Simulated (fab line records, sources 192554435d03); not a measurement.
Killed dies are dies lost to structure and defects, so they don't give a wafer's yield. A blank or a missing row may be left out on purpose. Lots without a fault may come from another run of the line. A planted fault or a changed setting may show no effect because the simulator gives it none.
A struck lot beside a sound one | flow n5_finfet | 25 steps out of a route of 1938
Sound: wafers L221.1, L221.3, L221.4. Struck: wafers L202.1, L202.2. (L202.3 of the same lot was not struck and is left out.) The cause comes at the end.
At each step with rows: each side's tool, then ch and its chambers, then its first start. Under that, the readings that differ: sound wafers | struck wafers | difference of the means | sigmas: that difference in standard deviations of wafers without a fault.
alike: readings whose means differ by less than 2 such deviations, and words and numbers that are the same on both sides. not compared: withheld readings, readings that some wafer has no value for, bounds like >300 that may hide the same value, and numbers for which the record gives no deviation and whose values overlap.
The two part at a step that has a row with sigmas, a row that says differs or no value, or rows on one side only. Numbers that don't overlap but have no deviation are shown without sigmas and don't part them. A reading that every wafer of one side lacks parts them only if that side has two wafers or more.

first, 11 steps without rows for these wafers: N5_BEOL_M13_VIA_ETCH_16 (etches SiOC in C4F8/O2/Ar, target depth 921.7 nm); N5_BEOL_M13_STRIP_63 (strips in N2/H2); N5_BEOL_M13_STRIP_64 (strips in N2/H2); N5_BEOL_M13_STRIP_71 (strips in post etch residue remover, time 60 s); N5_BEOL_M13_SRD_72 (time 30 s, dry time 30 s); N5_BEOL_M13_COAT_65 (time 60 s, resist thk 350 nm); N5_BEOL_M13_COAT_66 (time 60 s, resist thk 110 nm); N5_BEOL_M13_COAT_22 (resist thk 300 nm); N5_BEOL_M13_EBR_24; N5_BEOL_M13_SOFTBAKE_23 (time 60 s); N5_BEOL_M13_EXPOSE_25 (exposes mask M13, target cd 210 nm).
N5_BEOL_M13_PEB_26: peb time 90 s.
  sound on litho_track-02 ch 0, day 16 13:26; struck on litho_track-02 ch 0, day 11 19:41
  reading                  | sound             | struck      | difference | sigmas
  heater_power_total_W (W) | 173.1 173.5 172.6 | 199.1 201.0 | +27.0      | +35
  alike: chill_plate_temp_C
then, 2 steps without rows for these wafers: N5_BEOL_M13_DEVELOP_27 (develop time 45 s); N5_BEOL_M13_HARDBAKE_32 (time 120 s).
N5_BEOL_M13_CD_MEAS_28: target cd 209.5 nm.
  sound on cd_sem-03 ch 0, day 16 13:34; struck on cd_sem-02 ch 0, day 11 19:48
  reading    | sound             | struck      | difference | sigmas
  cd_nm (nm) | 209.3 211.1 211.6 | 204.5 202.6 | -7.1       | -5
N5_BEOL_M13_DESCUM_33: chemistry O2, time 7.9 s.
  sound on rie_diel-05 ch 0,1,2, day 16 13:39; struck on rie_diel-05 ch 2,3, day 11 19:55
  reading                   | sound           | struck    | difference | sigmas
  rf_hours_counter_h (h)    | 158 105 106     | 36 71     | -70        |
  model.BEOL_M13.cd_nm (nm) | 209.4 211.2 212 | 204 202.2 | -8         |
  alike: drypump_motor_current_A, o2_flow_sccm, oes_product_au, rf_vpp_V, showerhead_plenum_p_Torr, temp_c, throttle_valve_pct
then, 6 steps without rows for these wafers: N5_BEOL_M13_ETCH_67 (etches SiARC in CF4, target depth 143 nm, time 238.3 s); N5_BEOL_M13_ETCH_68 (etches SOC in N2/H2, time 355 s); N5_BEOL_M13_STRIP_69 (strips in N2/H2); N5_BEOL_M13_TRENCH_ETCH_34 (etches SiOC in C4F8/O2/Ar, target depth 413.47 nm, time 162.6 s); N5_BEOL_M13_STRIP_70 (strips in C4F8/O2/Ar); N5_BEOL_M13_STRIP_37 (strips in N2/H2).
N5_BEOL_M13_ETCH_38: etches SiCN in CF4/N2, target depth 67.5 nm, time 71.9 s.
  sound on rie_diel-03 ch 0,1,3, day 16 19:17; struck on rie_diel-01 ch 1,2, day 11 20:37
  reading                   | sound           | struck      | difference | sigmas
  model.BEOL_M13.cd_nm (nm) | 209 211.6 211.4 | 206.8 203.4 | -5.6       |
  alike: drypump_motor_current_A, n2_flow_sccm, oes_product_au, rf_vpp_V, showerhead_plenum_p_Torr, throttle_valve_pct
  not compared: rf_hours_counter_h
then, 2 steps without rows for these wafers: N5_BEOL_M13_PRECLEAN_39 (cleans in residue remover, time 60 s); N5_PASSIVATION_PROBE_49.

WHERE THEY PART
First at N5_BEOL_M13_PEB_26; last, within this record, at N5_BEOL_M13_CD_MEAS_28. Later steps at which nothing parts them and some readings are alike: N5_BEOL_M13_DESCUM_33, N5_BEOL_M13_ETCH_38.

WHY: what the simulator had put in
Process parameter drift: litho_track-02, from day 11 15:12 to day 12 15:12, at N5_BEOL_M13_PEB_26. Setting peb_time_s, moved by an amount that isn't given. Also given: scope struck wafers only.
